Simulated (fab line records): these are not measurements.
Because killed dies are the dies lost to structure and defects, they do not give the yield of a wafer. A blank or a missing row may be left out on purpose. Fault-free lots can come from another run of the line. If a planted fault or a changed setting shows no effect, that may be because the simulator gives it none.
fab line records | flow n5-finfet
record: lots: 10 wafers: 28 last-day: 16
route steps=1938 shown BEOL_M10@1531 BEOL_M11@1537 PASSIVATION@1936
lots with no fault: from the same line, run without faults
start-h: hours from the record's opening day to when the first of the lot's shown wafers began | wait-h: hours since the lot's step before | " unchanged from the row above | L1.1+2: one row covering several wafers at once | - no value, or no start given | * or withheld: withheld | < > ~ a bound
route shown NAME@n: names a module that has steps shown in the file, with the first one's number in the route | usual: mean/standard deviation taken from wafers without a fault | same: alike in all rows | chamber/n: place in a boat | sites: the reading at each site | _std_site: how widely they spread, as a standard deviation | _edge_site: the outer-site mean with the inner-site mean subtracted | radius-mm: for every site, how far away it sits from the centre of the wafer | mask NAME#n: copy n | behind: tool/chamber where the wafer was last shaped | hold: reason for holding the lot/hours on hold/outcome of the hold | device: the n, p or np transistor that did not switch | end of line: at the end of the route, the tests of the same wafers | where a step has no rows: the recipe by itself | killed: at the first sort, the dies lost to defects and structure; wafer yield is something else | map: a wafer's dies, x killed, . not, _ none there
set.NAME: the setting the step ran with; set.NAME@STEP: the setting that earlier step ran with | model.NAME: the simulator's own value behind a step, which no gauge read
a sample of lots followed through the steps of the route, with each step as a table and each wafer as a row
services: when a tool's chamber went out of use (start-h, in hours from the record's first day, below 0 if earlier), for how many hours, and the reason
== steps ==
step: N5_BEOL_M10_THK_MEAS_53
recipe: thk-meas-gauge: xrf reads: Cu_of_BEOL_M10_ECD_50
usual: M10_THK: 133.5/2.9
columns lot.wafer tool chamber start-h wait-h M10_THK[nm]
L234.3 film-metro-01 - 214.23 - 137.0
L234.4 " - " " 135.0
L234.6 " - " " 134.1
L235.3 film-metro-02 - 229.89 - 131.8
L235.4 " - " " 136.2
L235.6 " - " " 132.9
L236.2 film-metro-02 - 238.25 - 136.2
L236.5 " - " " 138.7
L240.2 film-metro-01 - 258.67 - 129.7
L240.5 " - " " 133.3
L240.6 " - " " 129.6
L242.3 film-metro-01 - 274.17 - 128.1
L242.4 " - " " 128.0
L247.1 film-metro-01 - 308.85 - 138.4
L247.3 " - " " 133.0
L247.5 " - " " 131.1
L248.1 film-metro-02 - 313.30 - 137.1
L248.5 " - " " 135.8
L248.6 " - " " 135.9
L250.1 film-metro-01 - 327.33 - 133.2
L250.2 " - " " 131.0
L250.6 " - " " 130.6
L252.2 film-metro-01 - 331.98 - 134.3
L252.4 " - " " 134.9
L252.5 " - " " 130.2
L253.1 film-metro-01 - 335.48 - 130.9
L253.2 " - " " 130.4
L253.3 " - " " 133.6
step: N5_BEOL_M11_CURE_71
recipe: temp-c: 385 time-s: 240 ambient: He/Ar material: SiCOH_lowk
usual: lamp-power-pct: 52.31/0.053 wafer_temp_C_max: 386.8/0.67
same: time-s: 240
columns lot.wafer tool chamber start-h wait-h lamp-power-pct wafer_temp_C_max
L234.3 uv-cure-01 1 214.66 0.2 52.31 387.7
L234.4 " 1 " " 52.26 387.4
L234.6 " 1 " " 52.39 388.2
L235.3 uv-cure-03 0 230.39 0.2 52.29 386.9
L235.4 " 0 " " 52.28 387.2
L235.6 " 0 " " 52.33 387.1
L236.2 uv-cure-03 0 238.61 0.1 52.28 387.4
L236.5 " 0 " " 52.30 387.5
L240.2 uv-cure-02 0 259.03 0.1 52.21 386.6
L240.5 " 0 " " 52.28 386.9
L240.6 " 0 " " 52.26 386.6
L242.3 uv-cure-01 0 274.60 0.2 52.33 387.6
L242.4 " 0 " " 52.37 386.8
L247.1 uv-cure-01 1 309.13 0.0 52.30 388.4
L247.3 " 1 " " 52.35 387.7
L247.5 " 1 " " 52.30 387.6
L248.1 uv-cure-01 1 313.58 0.0 52.28 388.4
L248.5 " 1 " " 52.37 388.1
L248.6 " 1 " " 52.33 388.0
L250.1 uv-cure-02 1 327.63 0.0 52.21 386.1
L250.2 " 1 " " 52.30 386.1
L250.6 " 1 " " 52.25 386.9
L252.2 uv-cure-03 0 332.42 0.2 52.19 386.5
L252.4 " 0 " " 52.31 387.1
L252.5 " 0 " " 52.29 387.0
L253.1 uv-cure-02 1 335.80 0.1 52.21 386.7
L253.2 " 1 " " 52.31 386.0
L253.3 " 1 " " 52.29 386.2
step: N5_BEOL_M11_EXPOSE_08
recipe: mask-id: M11 na: 1.35 source-shape: dipole sigma-inner: 0.411 sigma-outer: 0.611 polarization: te dose-mj: 53.75
usual: exposure-dose-mJ-cm2: 53.71/0.047 reticle-temp-C: 22.99/0.1 stage-vel-mm-s: 500.03/0.24
same: sigma-outer: 0.611
columns lot.wafer tool chamber start-h wait-h mask exposure-dose-mJ-cm2 reticle-temp-C stage-vel-mm-s
L234.3 arfi-scanner-02 0 218.40 - M11#0 53.66 22.98 500.31
L234.4 " 0 " " M11#0 53.69 22.95 500.44
L234.6 " 0 " " M11#0 53.81 22.99 500.32
L235.3 arfi-scanner-02 0 232.90 - M11#0 53.78 23.09 499.99
L235.4 " 0 " " M11#0 53.66 22.95 499.62
L235.6 " 0 " " M11#0 53.74 22.99 500.06
L236.2 arfi-scanner-01 0 240.07 - M11#0 53.79 22.99 499.96
L236.5 " 0 " " M11#0 53.72 22.82 500.03
L240.2 arfi-scanner-01 0 260.70 - M11#0 53.65 22.96 499.94
L240.5 " 0 " " M11#0 53.70 23.00 500.15
L240.6 " 0 " " M11#0 53.73 22.75 499.67
L242.3 arfi-scanner-02 0 276.30 - M11#0 53.76 22.94 500.04
L242.4 " 0 " " M11#0 53.69 23.09 500.35
L247.1 arfi-scanner-02 0 311.96 - M11#0 58.64 23.02 500.32
L247.3 " 0 " " M11#0 58.63 23.06 500.35
L247.5 " 0 " " M11#0 58.64 22.91 500.26
L248.1 arfi-scanner-01 0 315.95 - M11#0 53.68 22.92 500.05
L248.5 " 0 " " M11#0 53.66 22.89 499.76
L248.6 " 0 " " M11#0 53.69 22.96 499.69
L250.1 arfi-scanner-02 0 328.75 - M11#0 57.63 23.00 499.81
L250.2 " 0 " " M11#0 57.58 23.05 500.04
L250.6 " 0 " " M11#0 57.61 23.15 499.91
L252.2 arfi-scanner-03 0 333.66 - M11#0 53.75 22.84 499.57
L252.4 " 0 " " M11#0 53.81 23.08 500.20
L252.5 " 0 " " M11#0 53.75 23.00 500.14
L253.1 arfi-scanner-03 0 338.37 - M11#0 53.74 23.21 500.33
L253.2 " 0 " " M11#0 53.75 23.01 499.93
L253.3 " 0 " " M11#0 53.77 23.13 500.12
step: N5_BEOL_M11_CD_MEAS_11
recipe: target-cd-nm: 64.1 landing-energy-ev: 500 detector: se-inlens polarity: opening
usual: cd-nm: 63.8/0.56
columns lot.wafer tool chamber start-h wait-h cd-nm
L234.3 cd-sem-01 0 218.52 - 64.1
L234.4 " 0 " " 64.7
L234.6 " 0 " " 63.6
L235.3 cd-sem-01 0 233.02 - 62.7
L235.4 " 0 " " 63.8
L235.6 " 0 " " 63.1
L236.2 cd-sem-02 0 240.19 - 64.8
L236.5 " 0 " " 64.1
L240.2 cd-sem-03 0 260.82 - 64.3
L240.5 " 0 " " 63.6
L240.6 " 0 " " 64.2
L242.3 cd-sem-02 0 276.42 - 63.9
L242.4 " 0 " " 63.9
L247.1 cd-sem-03 0 312.09 - 69.4
L247.3 " 0 " " 68.7
L247.5 " 0 " " 68.4
L248.1 cd-sem-01 0 316.08 - 64.6
L248.5 " 0 " " 64.6
L248.6 " 0 " " 64.2
L250.1 cd-sem-01 0 328.88 - 66.7
L250.2 " 0 " " 67.7
L250.6 " 0 " " 67.2
L252.2 cd-sem-03 0 333.78 - 63.8
L252.4 " 0 " " 63.3
L252.5 " 0 " " 63.0
L253.1 cd-sem-02 0 338.49 - 64.0
L253.2 " 0 " " 64.2
L253.3 " 0 " " 62.6
step: N5_BEOL_M11_ETCH_61
recipe: chemistry: CF4 target: SiARC target-depth-a: 390 mask-material: CAR-ArF time-s: 65 ion-energy-ev: 80 pressure-mtorr: 40 source-w: 545 bias-w: 36 Ar_flow_sccm: 100 cf4-flow-sccm: 100 ends: cleared
usual: bias-w: 36.00/0.1 drypump-motor-current-A: 5.6/0.37 etch-rf-on-time-s: 65.3/1.4 mfc-ar-sccm: 100.01/0.28 oes-product-au: 0.64/0.078 rf-vpp-V: 184.2/1.2 showerhead-plenum-p-Torr: 2.14/0.065 throttle-valve-pct: 15.77/0.22
columns lot.wafer tool chamber start-h wait-h bias-w drypump-motor-current-A etch-rf-on-time-s mfc-ar-sccm oes-product-au rf-hours-counter-h rf-vpp-V showerhead-plenum-p-Torr throttle-valve-pct
L234.3 rie-diel-04 3 218.64 0.0 35.97 5.9 64.3 100.39 0.60 230 185.0 2.12 16.13
L234.4 " 2 " " 36.00 5.7 65.9 99.96 0.60 195 185.6 2.20 15.34
L234.6 " 0 " " 35.90 4.7 64.6 99.96 0.59 - 182.5 2.03 15.77
L235.3 rie-diel-04 2 233.14 0.0 36.17 5.7 67.1 99.55 0.59 200 184.9 2.20 15.37
L235.4 " 3 " " 35.98 5.9 65.7 99.78 0.59 235 184.0 2.12 16.14
L235.6 " 1 " " 36.08 6.1 63.5 99.63 0.80 - 184.5 2.12 15.44
L236.2 rie-diel-03 3 240.37 0.0 35.97 5.2 65.5 99.64 0.61 201 186.8 2.22 15.94
L236.5 " 3 " " 35.99 5.2 65.1 99.85 0.63 - 184.7 2.22 15.95
L240.2 rie-diel-04 2 260.94 0.0 36.06 5.7 66.2 100.15 0.59 210 185.3 2.19 15.38
L240.5 " 3 " " 36.17 5.9 65.1 99.94 0.60 - 183.7 2.12 16.18
L240.6 " 2 " " 36.00 5.8 66.1 100.21 0.60 - 185.9 2.20 15.38
L242.3 rie-diel-03 0 276.54 0.0 35.91 5.7 66.3 100.10 0.60 176 184.3 2.21 15.89
L242.4 " 3 " " 36.14 5.2 64.7 100.43 0.63 210 185.7 2.22 15.97
L247.1 rie-diel-03 0 312.21 0.0 36.10 5.7 66.5 100.09 0.59 188 184.4 2.21 15.93
L247.3 " 1 " " 36.03 5.7 66.3 99.76 0.61 224 185.1 2.13 15.86
L247.5 " 3 " " 36.00 5.2 64.7 99.81 0.62 - 184.8 2.21 15.97
L248.1 rie-diel-04 1 316.30 0.0 35.94 6.1 63.3 99.71 0.77 44 183.6 2.11 15.49
L248.5 " 0 " " 36.12 4.7 65.9 99.89 0.56 - 183.8 2.02 15.83
L248.6 " 1 " " 35.96 6.1 63.5 100.05 0.76 - 184.1 2.11 15.49
L250.1 rie-diel-01 1 329.00 0.0 36.11 6.0 64.9 100.34 0.70 78 186.3 2.16 15.33
L250.2 " 2 " " 35.87 6.3 66.2 100.21 0.60 215 182.1 2.11 15.82
L250.6 " 1 " " 36.14 6.0 65.4 100.09 0.69 - 185.7 2.16 15.31
L252.2 rie-diel-04 2 333.99 0.0 35.90 5.7 66.5 99.88 0.58 233 185.0 2.19 15.42
L252.4 " 0 " " 35.76 4.7 66.2 100.41 0.56 248 181.8 2.02 15.85
L252.5 " 2 " " 36.05 5.7 66.8 99.83 0.58 - 185.3 2.19 15.42
L253.1 rie-diel-04 3 338.66 0.0 36.12 5.9 62.1 99.85 0.84 10 184.0 2.11 15.73
L253.2 " 1 " " 36.21 6.0 63.9 99.85 0.75 51 185.4 2.11 15.51
L253.3 " 2 " " 35.89 5.7 65.5 100.46 0.58 235 184.5 2.19 15.42
step: N5_BEOL_M11_CD_MEAS_18
recipe: pitch-nm: 140 target-cd-nm: 70
usual: cd-nm: 69.5/0.57
columns lot.wafer tool chamber start-h wait-h cd-nm
L234.3 cd-sem-03 - 219.06 0.1 69.7
L234.4 " - " " 69.8
L234.6 " - " " 69.2
L235.3 cd-sem-02 - 233.62 0.1 68.6
L235.4 " - " " 69.4
L235.6 " - " " 69.3
L236.2 cd-sem-01 - 240.80 0.1 70.6
L236.5 " - " " 69.6
L240.2 cd-sem-01 - 261.41 0.1 70.2
L240.5 " - " " 69.9
L240.6 " - " " 69.6
L242.3 cd-sem-03 - 276.96 0.1 69.0
L242.4 " - " " 69.6
L247.1 cd-sem-01 - 312.63 0.0 74.1
L247.3 " - " " 74.4
L247.5 " - " " 73.7
L248.1 cd-sem-02 - 316.73 0.1 70.7
L248.5 " - " " 69.9
L248.6 " - " " 70.5
L250.1 cd-sem-03 - 329.42 0.0 72.8
L250.2 " - " " 74.0
L250.6 " - " " 73.3
L252.2 cd-sem-02 - 334.44 0.1 69.9
L252.4 " - " " 68.8
L252.5 " - " " 69.0
L253.1 cd-sem-03 - 339.08 0.0 70.6
L253.2 " - " " 69.8
L253.3 " - " " 69.0
step: N5_PASSIVATION_PROBE_49
usual: defect-limited-yield: 90.9/1.5 killed_at_M0_to_M3: 36/9.9 killed_at_M4_up: 13/4.5 killed-at-contacts: 13/6.4 killed-at-front-end: 42/12 killed-at-other: 3.4/3 killed-dies: 107/18 killed-open: 69/13 killed-short: 35/8.2 sort_bin_5_function: 5.3/1.1 sort_bin_6_memory: 3.4/0.69 sort-n-pass: 1073/18 sort-yield-pct: 90.9/1.5
same: gross-dies: 1180 killed-at-back-side: 0 sort_bin_4_leakage[%]: 0 sort_bin_8_speed[%]: 0
columns lot.wafer tool chamber start-h wait-h defect-limited-yield[%] killed_at_M0_to_M3 killed_at_M4_up killed-at-contacts killed-at-front-end killed-at-other killed-dies killed-open killed-short sort_bin_5_function[%] sort_bin_6_memory[%] sort-n-pass sort-yield-pct[%]
L234.3 prober-01 - 258.70 0.1 92.0 44 7 9 31 3 94 58 34 4.6 3.1 1086 92.0
L234.4 prober-01 - 258.75 0.2 89.8 48 9 24 37 2 120 79 39 5.8 3.9 1060 89.8
L234.6 prober-01 - 258.85 0.3 91.2 38 19 12 33 2 104 67 37 4.8 3.5 1076 91.2
L235.3 prober-01 - 275.61 0.1 89.8 50 13 6 46 5 120 67 52 6.4 3.4 1060 89.8
L235.4 prober-01 - 275.66 0.2 90.4 34 12 15 41 11 113 63 50 5.9 3.3 1067 90.4
L235.6 prober-01 - 275.76 0.3 89.2 46 13 12 53 3 127 66 53 4.6 5.1 1053 89.2
L236.2 prober-01 - 284.88 0.1 91.6 32 9 17 38 3 99 70 27 5.4 2.6 1081 91.6
L236.5 prober-01 - 285.03 0.2 90.9 32 13 27 33 2 107 68 37 4.8 3.9 1073 90.9
L240.2 prober-02 - 308.03 0.1 88.1 43 10 19 66 3 141 91 47 7.5 3.6 1039 88.1
L240.5 prober-02 - 308.18 0.2 86.6 60 12 17 66 3 158 99 57 8.1 4.8 1022 86.6
L240.6 prober-02 - 308.23 0.3 89.0 43 5 12 65 5 130 77 53 6.7 4.2 1050 89.0
L242.3 prober-01 - 317.85 0.1 92.0 30 8 9 40 7 94 69 25 4.7 3.0 1086 92.0
L242.4 prober-01 - 317.90 0.2 89.7 28 11 7 69 7 122 74 48 5.8 4.2 1058 89.7
L247.1 prober-01 - 352.08 0.0 92.8 29 10 5 41 0 85 51 33 4.2 2.5 1095 92.8
L247.3 prober-01 - 352.18 0.1 90.0 52 13 3 44 6 118 70 40 5.1 4.2 1062 90.0
L247.5 prober-01 - 352.28 0.2 91.9 34 10 5 43 3 95 52 34 5.0 2.3 1085 91.9
L248.1 prober-02 - 355.98 0.0 90.6 33 11 17 45 5 111 73 31 5.3 3.5 1069 90.6
L248.5 prober-02 - 356.18 0.2 88.4 54 14 14 55 0 137 90 42 6.9 3.8 1043 88.4
L248.6 prober-02 - 356.23 0.3 91.8 34 12 14 36 1 97 70 25 5.3 2.5 1083 91.8
L252.2 prober-01 - 376.86 0.8 91.1 31 10 15 46 3 105 73 28 4.8 3.8 1075 91.1
L252.4 prober-01 - 376.96 0.9 90.8 31 14 6 53 4 108 66 41 4.9 3.6 1072 90.8
L252.5 prober-01 - 377.01 1.0 87.7 40 14 18 72 1 145 102 41 7.8 4.0 1035 87.7
L250.1 prober-01 - 382.15 0.0 92.2 15 11 18 46 2 92 62 30 4.3 3.3 1088 92.2
L250.2 prober-01 - 382.20 0.1 92.5 27 14 12 34 2 89 57 28 4.2 3.0 1091 92.5
L250.6 prober-01 - 382.40 0.3 92.5 24 10 19 31 5 89 57 28 4.3 2.9 1091 92.5
L253.1 prober-02 - 386.71 0.0 91.2 35 10 17 24 18 104 60 42 5.5 2.8 1076 91.2
L253.2 prober-02 - 386.76 0.1 92.5 27 10 17 23 11 88 55 32 4.5 2.5 1092 92.5
L253.3 prober-02 - 386.81 0.1 92.0 31 18 3 28 14 94 67 25 4.2 3.3 1086 92.0
killed by level:class
L234.3 BEOL_M0_SAQP:geometric-particle:short=12 BEOL_M0_SAQP:geometric-particle:open=11 MOL_CONTACT_COAG:geometric-particle:open=9 FIN_SAQP:geometric-particle:short=8 FIN_SAQP:geometric-particle:open=8 BEOL_M1:geometric-particle:open=7 BEOL_M2:geometric-particle:open=5 STI_FIN_REVEAL:geometric-particle:open=4
L234.4 MOL_CONTACT_COAG:geometric-particle:open=19 BEOL_M0_SAQP:geometric-particle:short=16 BEOL_M0_SAQP:geometric-particle:open=14 STI_FIN_REVEAL:geometric-particle:open=9 FIN_SAQP:geometric-particle:open=7 BEOL_M2:geometric-particle:open=7 STARTING-WAFER:geometric-particle:short=6 FIN_SAQP:geometric-particle:short=5
L234.6 BEOL_M0_SAQP:geometric-particle:short=15 MOL_CONTACT_COAG:geometric-particle:open=10 BEOL_M0_SAQP:geometric-particle:open=9 FIN_SAQP:geometric-particle:short=8 FIN_SAQP:geometric-particle:open=7 STI_FIN_REVEAL:geometric-particle:open=6 BEOL_M1:geometric-particle:open=6 BEOL_M4:geometric-particle:open=4
L235.3 BEOL_M0_SAQP:geometric-particle:short=17 FIN_SAQP:geometric-particle:short=12 BEOL_M0_SAQP:geometric-particle:open=12 BEOL_M2:geometric-particle:open=9 FIN_SAQP:geometric-particle:open=8 DUMMY_GATE:geometric-particle:open=5 MOL_CONTACT_COAG:geometric-particle:open=5 ILD0:geometric-particle:short=4
L235.4 MOL_CONTACT_COAG:geometric-particle:open=12 BEOL_M0_SAQP:geometric-particle:open=9 BEOL_M0_SAQP:geometric-particle:short=8 FIN_SAQP:geometric-particle:short=7 FIN_SAQP:geometric-particle:open=6 BEOL_M4:geometric-particle:open=6 STI_FIN_REVEAL:geometric-particle:open=5 GATE_CUT:geometric-particle:short=5
L235.6 BEOL_M0_SAQP:geometric-particle:open=14 BEOL_M0_SAQP:geometric-particle:short=12 FIN_SAQP:geometric-particle:short=10 MOL_CONTACT_COAG:geometric-particle:open=10 FIN_SAQP:geometric-particle:open=9 HKMG_FIN:area-etch=8 GATE_CUT:geometric-particle:short=6 BEOL_M4:geometric-particle:short=5
L236.2 MOL_CONTACT_COAG:geometric-particle:open=15 STI_FIN_REVEAL:geometric-particle:open=10 BEOL_M1:geometric-particle:short=9 BEOL_M2:geometric-particle:open=9 DUMMY_GATE:geometric-particle:open=6 FIN_SAQP:geometric-particle:open=5 BEOL_M0_SAQP:geometric-particle:open=5 BEOL_M3:geometric-particle:open=5
L236.5 MOL_CONTACT_COAG:geometric-particle:open=20 BEOL_M2:geometric-particle:open=8 DUMMY_GATE:geometric-particle:open=8 MOL_CONTACT_COAG:geometric-particle:short=6 BEOL_M4:geometric-particle:open=6 GATE_CUT:geometric-particle:short=5 ILD0:geometric-particle:short=4 BEOL_M0_SAQP:geometric-particle:short=4
L240.2 STI_FIN_REVEAL:geometric-particle:open=18 DUMMY_GATE:geometric-particle:open=13 MOL_CONTACT_COAG:geometric-particle:open=12 FIN_SAQP:geometric-particle:open=11 BEOL_M3:geometric-particle:open=9 MOL_CONTACT_COAG:geometric-particle:short=7 BEOL_M1:geometric-particle:open=7 BEOL_M2:geometric-particle:short=6
L240.5 STI_FIN_REVEAL:geometric-particle:open=18 MOL_CONTACT_COAG:geometric-particle:open=13 BEOL_M2:geometric-particle:open=11 BEOL_M3:geometric-particle:open=11 BEOL_M0_SAQP:geometric-particle:short=11 FIN_SAQP:geometric-particle:open=10 BEOL_M2:geometric-particle:short=9 STI_FIN_REVEAL:geometric-particle:short=8
L240.6 FIN_SAQP:geometric-particle:open=16 BEOL_M0_SAQP:geometric-particle:short=15 BEOL_M0_SAQP:geometric-particle:open=13 FIN_SAQP:geometric-particle:short=11 STI_FIN_REVEAL:geometric-particle:open=11 MOL_CONTACT_COAG:geometric-particle:open=9 BEOL_M2:geometric-particle:open=6 DUMMY_GATE:geometric-particle:open=5
L242.3 FIN_SAQP:geometric-particle:short=12 BEOL_M2:geometric-particle:open=11 BEOL_M3:geometric-particle:open=10 MOL_CONTACT_COAG:geometric-particle:open=7 FIN_SAQP:geometric-particle:open=6 STI_FIN_REVEAL:geometric-particle:open=6 ILD0:geometric-particle:open=5 BEOL_M0_SAQP:geometric-particle:open=4
L242.4 FIN_SAQP:geometric-particle:short=20 FIN_SAQP:geometric-particle:open=13 STI_FIN_REVEAL:geometric-particle:open=11 BEOL_M1:geometric-particle:open=7 GATE_CUT:geometric-particle:short=6 STARTING-WAFER:geometric-particle:short=5 BEOL_M0_SAQP:geometric-particle:open=5 MOL_CONTACT_COAG:geometric-particle:open=5
L247.1 STI_FIN_REVEAL:geometric-particle:open=8 BEOL_M0_SAQP:geometric-particle:open=8 BEOL_M0_SAQP:geometric-particle:short=8 GATE_CUT:geometric-particle:short=7 STARTING-WAFER:geometric-particle:open=7 BEOL_M2:geometric-particle:open=6 MOL_CONTACT_COAG:geometric-particle:open=4 BEOL_M1:geometric-particle:open=4
L247.3 BEOL_M0_SAQP:geometric-particle:short=17 BEOL_M0_SAQP:geometric-particle:open=13 BEOL_M2:geometric-particle:open=12 FIN_SAQP:geometric-particle:open=9 STI_FIN_REVEAL:geometric-particle:open=8 DUMMY_GATE:geometric-particle:open=6 BEOL_M4:geometric-particle:open=5 FIN_SAQP:geometric-particle:short=4
L247.5 FIN_SAQP:geometric-particle:short=8 BEOL_M0_SAQP:geometric-particle:short=8 STI_FIN_REVEAL:geometric-particle:open=7 BEOL_M2:geometric-particle:open=7 HKMG_FIN:area-etch=7 FIN_SAQP:geometric-particle:open=5 DUMMY_GATE:geometric-particle:open=5 GATE_CUT:geometric-particle:short=4
L248.1 MOL_CONTACT_COAG:geometric-particle:open=15 STI_FIN_REVEAL:geometric-particle:open=10 FIN_SAQP:geometric-particle:open=9 FIN_SAQP:geometric-particle:short=7 BEOL_M0_SAQP:geometric-particle:short=7 BEOL_M2:geometric-particle:open=7 BEOL_M0_SAQP:geometric-particle:open=6 BEOL_M1:geometric-particle:open=5
L248.5 BEOL_M0_SAQP:geometric-particle:short=17 STI_FIN_REVEAL:geometric-particle:open=14 BEOL_M0_SAQP:geometric-particle:open=14 MOL_CONTACT_COAG:geometric-particle:open=13 FIN_SAQP:geometric-particle:open=11 BEOL_M3:geometric-particle:open=7 DUMMY_GATE:geometric-particle:open=6 BEOL_M1:geometric-particle:open=5
L248.6 MOL_CONTACT_COAG:geometric-particle:open=13 FIN_SAQP:geometric-particle:open=11 STI_FIN_REVEAL:geometric-particle:open=7 BEOL_M1:geometric-particle:open=7 BEOL_M0_SAQP:geometric-particle:open=6 BEOL_M2:geometric-particle:open=5 BEOL_M0_SAQP:geometric-particle:short=4 BEOL_M3:geometric-particle:open=4
L252.2 BEOL_M1:geometric-particle:open=15 FIN_SAQP:geometric-particle:open=14 MOL_CONTACT_COAG:geometric-particle:open=11 FIN_SAQP:geometric-particle:short=8 STI_FIN_REVEAL:geometric-particle:open=8 GATE_CUT:geometric-particle:short=6 BEOL_M2:geometric-particle:open=6 BEOL_M4:geometric-particle:open=6
L252.4 FIN_SAQP:geometric-particle:short=13 FIN_SAQP:geometric-particle:open=9 STI_FIN_REVEAL:geometric-particle:open=9 BEOL_M4:geometric-particle:open=9 BEOL_M1:geometric-particle:open=7 GATE_CUT:geometric-particle:short=6 MOL_CONTACT_COAG:geometric-particle:open=6 DUMMY_GATE:geometric-particle:open=5
L252.5 STI_FIN_REVEAL:geometric-particle:open=24 FIN_SAQP:geometric-particle:short=14 FIN_SAQP:geometric-particle:open=13 MOL_CONTACT_COAG:geometric-particle:open=13 BEOL_M3:geometric-particle:open=10 BEOL_M1:geometric-particle:open=9 GATE_CUT:geometric-particle:open=7 BEOL_M4:geometric-particle:open=6
L250.1 FIN_SAQP:geometric-particle:open=15 MOL_CONTACT_COAG:geometric-particle:open=13 FIN_SAQP:geometric-particle:short=10 BEOL_M4:geometric-particle:open=8 STI_FIN_REVEAL:geometric-particle:open=6 MOL_CONTACT_COAG:geometric-particle:short=5 GATE_CUT:geometric-particle:open=4 BEOL_M0_SAQP:geometric-particle:open=4
L250.2 MOL_CONTACT_COAG:geometric-particle:open=9 FIN_SAQP:geometric-particle:short=7 BEOL_M1:geometric-particle:open=7 FIN_SAQP:geometric-particle:open=6 STI_FIN_REVEAL:geometric-particle:open=6 BEOL_M0_SAQP:geometric-particle:short=6 BEOL_M0_SAQP:geometric-particle:open=5 BEOL_M3:geometric-particle:open=5
L250.6 MOL_CONTACT_COAG:geometric-particle:open=13 FIN_SAQP:geometric-particle:open=6 STI_FIN_REVEAL:geometric-particle:open=6 MOL_CONTACT_COAG:geometric-particle:short=6 BEOL_M4:geometric-particle:open=6 BEOL_M0_SAQP:geometric-particle:short=5 GATE_CUT:geometric-particle:open=4 BEOL_M1:geometric-particle:open=4
L253.1 MOL_CONTACT_COAG:geometric-particle:open=14 BEOL_M0_SAQP:geometric-particle:open=13 BEOL_M0_SAQP:geometric-particle:short=13 PAD_METAL:geometric-particle:short=6 MIM_TOP:geometric-particle:short=5 PAD_METAL:geometric-particle:open=4 FIN_SAQP:geometric-particle:open=3 FIN_SAQP:geometric-particle:short=3
L253.2 MOL_CONTACT_COAG:geometric-particle:open=16 BEOL_M0_SAQP:geometric-particle:open=7 BEOL_M2:geometric-particle:open=7 FIN_SAQP:geometric-particle:short=5 BEOL_M0_SAQP:geometric-particle:short=5 STI_FIN_REVEAL:geometric-particle:open=4 PAD_METAL:geometric-particle:open=4 PAD_METAL:geometric-particle:short=4
L253.3 FIN_SAQP:geometric-particle:open=11 BEOL_M0_SAQP:geometric-particle:open=7 BEOL_M2:geometric-particle:open=7 BEOL_M1:geometric-particle:open=6 BEOL_M0_SAQP:geometric-particle:short=4 BEOL_M4:geometric-particle:open=4 PAD_METAL:geometric-particle:open=4 PAD_METAL:geometric-particle:short=4
== services ==
columns tool chamber start-h hours kind
arfi-scanner-02 - 192.86 3.9 pm
uv-cure-03 - 197.14 0.9 repair
uv-cure-01 - 209.12 2.1 pm
arfi-scanner-02 - 213.93 1.0 pm
arfi-scanner-01 - 221.91 1.5 pm
uv-cure-01 - 228.81 7.5 pm
rie-diel-04 0 241.77 2.9 repair
arfi-scanner-02 - 244.73 0.8 repair
uv-cure-03 - 247.21 7.5 pm
arfi-scanner-02 - 252.80 10.6 repair
rie-diel-04 3 266.66 7.7 repair
arfi-scanner-01 - 268.99 0.8 pm
uv-cure-03 - 269.23 9.7 repair
arfi-scanner-02 - 272.26 0.8 pm
arfi-scanner-02 - 274.05 1.3 pm
uv-cure-02 - 278.54 2.1 pm
arfi-scanner-02 - 278.72 1.0 pm
uv-cure-03 - 286.11 7.5 pm
arfi-scanner-01 - 290.70 1.3 pm
arfi-scanner-01 - 294.86 3.8 repair
arfi-scanner-01 - 313.68 0.4 repair
uv-cure-01 - 319.24 6.4 repair
arfi-scanner-01 - 323.96 36.0 pm
arfi-scanner-02 - 338.23 0.4 repair
== key ==
first-sign: step: N5_BEOL_M11_EXPOSE_08 reading: exposure-dose-mJ-cm2 direction: up sigmas: 94 usual: 53.71 struck: 58.12
effect: step: N5_BEOL_M11_CD_MEAS_11 reading: cd-nm direction: up sigmas: 7.7 usual: 63.8 struck: 68.0 through: control-loop
effect: step: N5_BEOL_M11_CD_MEAS_18 reading: cd-nm direction: up sigmas: 7.4 usual: 69.5 struck: 73.7 through: control-loop
met-at N5_BEOL_M11_EXPOSE_08
struck-lots L247,L250
loop-trim: step: N5_BEOL_M11_EXPOSE_08 setting: dose lots: L250
not-acting-at N5_BEOL_M10_THK_MEAS_53,N5_BEOL_M11_CURE_71,N5_BEOL_M11_ETCH_61
onset-between 276.30 311.96
fault: kind: process-parameter-drift tool: arfi-scanner-02 chamber: - onset-h: 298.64 steps: N5_BEOL_M11_EXPOSE_08 channel: dose-mj offset: 4.9009 shape: step acts-in: these-recipes-only stated: 53.75
loop-trim: a control loop set the setting to another value than it would have without faults
